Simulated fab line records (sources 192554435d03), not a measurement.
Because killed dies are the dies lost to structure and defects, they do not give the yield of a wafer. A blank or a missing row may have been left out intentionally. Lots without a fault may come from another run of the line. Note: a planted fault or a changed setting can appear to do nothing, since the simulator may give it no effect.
A single fault, viewed from 2 desks -- flow n5 finfet -- each desk holds nothing but its own numbers, with what lay behind them at the end

THE METROLOGY DESK
Lot by lot, what the gauges showed, no matter which tool ran the lot: averages of those sampled wafers that carry a number. The brackets show how far a lot's mean lies from the usual mean; more than 4 standard deviations puts the lot out of limits, marked OUT. 7 of its 10 readings are shown, namely those furthest out on some lot.
Columns: A = DIBL_N at N5_BEOL_M4_RC_MEAS_101, usual 37.2 mV/V; B = DIBL_P at N5_BEOL_M4_RC_MEAS_101, usual 37.5 mV/V; C = IOFF_P at N5_BEOL_M4_RC_MEAS_101, usual 0.23 nA/um; D = ION_N at N5_BEOL_M4_RC_MEAS_101, usual 679 uA/um; E = ION_P at N5_BEOL_M4_RC_MEAS_101, usual 462 uA/um; F = SS_P at N5_BEOL_M4_RC_MEAS_101, usual 73.7 mV/dec; G = VT_P at N5_BEOL_M4_RC_MEAS_101, usual -250 mV
lot,first seen here,A,B,C,D,E,F,G
L781,day 7 17:53,37.6,37.9,0.24,682,464,73.8,-249
L782,day 8 05:03,38.7,37.9,0.24,685,465,73.6,-248
L786,day 9 12:13,34.8,36.6,0.18,679,457,73.6,-254
L788,day 9 17:09,37.7,36.8,0.20,676,458,73.3,-252
L787,day 10 03:50,36.1,37.1,0.22,680,467,73.3,-249
L791,day 10 12:43,34.2,34.2,0.16,670,450,72.5,-254
L793,day 10 22:07,40.0,39.2,0.30,684,467,74.3,-245
L792,day 11 01:31,38.3,39.2,0.29,695,477,74.3,-244
L802,day 12 20:19,39.0,40.1,0.26,700,466,74.5,-248
L800,day 13 06:42,38.2,39.7,0.25,687,472,74.0,-250
L803,day 13 12:25,36.4,34.6,0.22,673,462,72.8,-246
This desk's verdict: no lot among the 11 shows anything out of limits.

AT THE TOOL OWNER'S DESK: pecvd-03
The tool's own readings at N5_BEOL_M4_ILD_DEP_00 (deposits SiOC from DEMS/O2, target thk 79 nm, time 15.3 s): means of the sampled wafers that have a number, for each lot that ran on this tool. The brackets show how far a lot's mean lies from the usual mean; more than 4 standard deviations puts the lot out of limits, marked OUT.
Columns: A = heater power w at N5_BEOL_M4_ILD_DEP_00, usual 453 W; B = showerhead plenum p Torr at N5_BEOL_M4_ILD_DEP_00, usual 5.699 Torr; C = susceptor temp C at N5_BEOL_M4_ILD_DEP_00, usual 350.02 C; D = throttle valve pct at N5_BEOL_M4_ILD_DEP_00, usual 12.0 %
lot,first seen here,A,B,C,D
L781,day 7 07:31,421,5.706,350.20,10.4
L782,day 7 16:50,468,5.700,349.90,12.4
L786,day 9 00:14,443,5.703,349.83,11.9
L788,day 9 07:26,411,5.701,349.97,12.5
L787,day 9 17:41,432,5.699,350.04,12.0
L791,day 10 03:03,460,5.705,350.38,12.0
L793,day 10 10:52,445,5.696,350.67,11.9
L792,day 10 14:06,415,5.709,350.56,12.5
This desk's verdict: no lot among the 8 shows anything out of limits.

ALL TOGETHER
The metrology desk saw nothing out of limits.
Nothing out of limits was seen by the tool owner's desk.

WHAT THE SIMULATOR PUT IN
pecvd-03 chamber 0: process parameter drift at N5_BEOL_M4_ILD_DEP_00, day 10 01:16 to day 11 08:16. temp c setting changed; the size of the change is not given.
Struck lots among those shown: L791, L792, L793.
